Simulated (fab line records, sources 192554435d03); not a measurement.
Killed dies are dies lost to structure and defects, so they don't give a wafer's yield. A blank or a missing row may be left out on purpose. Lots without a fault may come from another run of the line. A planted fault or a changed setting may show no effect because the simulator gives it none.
One fault seen from 3 desks | flow n5_finfet | each desk has only its own numbers; what lay behind them comes last

THE DEFECT DESK
What the inspections along the route counted, lot by lot: means of the sampled wafers that have a number. A lot is out of limits, marked OUT, if its mean lies more than 4 standard deviations from the usual mean; the brackets give that distance.
Columns: A = raw_defect_count at N5_BEOL_M15_INSPECT_12, usual 2.1
lot  | first seen here | A
L179 | day 11 03:35    | 2.7
L180 | day 11 05:36    | 2.3
L181 | day 11 23:46    | 2.7
L189 | day 13 16:37    | 1.7
L190 | day 14 07:22    | 1.3
L192 | day 14 07:45    | 2.0
L193 | day 14 10:01    | 1.3
L195 | day 15 08:44    | 1.5
L197 | day 15 19:55    | 2.5
L202 | day 17 02:49    | 2.0
This desk's finding: nothing out of limits on any of the 10 lots.

THE METROLOGY DESK
What the gauges read, lot by lot, whatever tool the lot ran on: means of the sampled wafers that have a number. A lot is out of limits, marked OUT, if its mean lies more than 4 standard deviations from the usual mean; the brackets give that distance.
Columns: A = cd_nm at N5_BEOL_M15_CD_MEAS_10, usual 359.3 nm; B = cd_nm at N5_BEOL_M15_CD_MEAS_17, usual 360.3 nm
lot  | first seen here | A                | B
L179 | day 11 03:32    | 360.0            | 361.4
L180 | day 11 05:32    | 359.0            | 360.0
L181 | day 11 23:42    | 358.6            | 360.3
L189 | day 13 16:33    | 354.8            | 355.2
L190 | day 14 07:18    | 353.0 (-5.3) OUT | 354.9
L192 | day 14 07:42    | 359.0            | 360.0
L193 | day 14 09:58    | 358.9            | 359.9
L195 | day 15 08:40    | 359.6            | 360.1
L197 | day 15 19:52    | 358.8            | 359.1
L202 | day 17 02:46    | 359.4            | 359.0
This desk's finding: out of limits on L190; first on L190, day 14 07:18 (cd_nm at N5_BEOL_M15_CD_MEAS_10). In limits: L179, L180, L181, L189, L192, L193, L195, L197, L202.

THE TOOL OWNER'S DESK: krf_scanner-02
The tool's own readings at N5_BEOL_M15_EXPOSE_07 (exposes mask V14): means of the sampled wafers that have a number, for each lot that ran on this tool. A lot is out of limits, marked OUT, if its mean lies more than 4 standard deviations from the usual mean; the brackets give that distance.
Columns: A = exposure_dose_mJ_cm2 at N5_BEOL_M15_EXPOSE_07, usual 41.21
lot  | first seen here | A
L179 | day 11 03:22    | 41.26
L180 | day 11 05:22    | 41.18
L181 | day 11 23:32    | 41.18
L189 | day 13 16:23    | 39.58 (-44) OUT
L190 | day 14 07:08    | 40.18 (-28) OUT
This desk's finding: out of limits on L189, L190; first on L189, day 13 16:23 (exposure_dose_mJ_cm2 at N5_BEOL_M15_EXPOSE_07). In limits: L179, L180, L181.

PUT TOGETHER
The tool owner's desk could have raised an alarm at day 13 16:23, on L189, L190.
The metrology desk could have raised an alarm at day 14 07:18, on L190.
The defect desk saw nothing out of limits.
The defect desk has L189, L190 on record, within its limits.
The metrology desk has L189 on record, within its limits.
Of the lots named, all ran N5_BEOL_M15_EXPOSE_07 on krf_scanner-02.

WHAT THE SIMULATOR HAD PUT IN
Process parameter drift: krf_scanner-02, from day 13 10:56 on, at N5_BEOL_M15_EXPOSE_07. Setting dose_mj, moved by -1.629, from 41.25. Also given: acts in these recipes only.
Lots struck among those shown: L189, L190.
Hours from the fault's start to each desk's first reading out of limits: the tool owner's desk, 5; the metrology desk, 20.
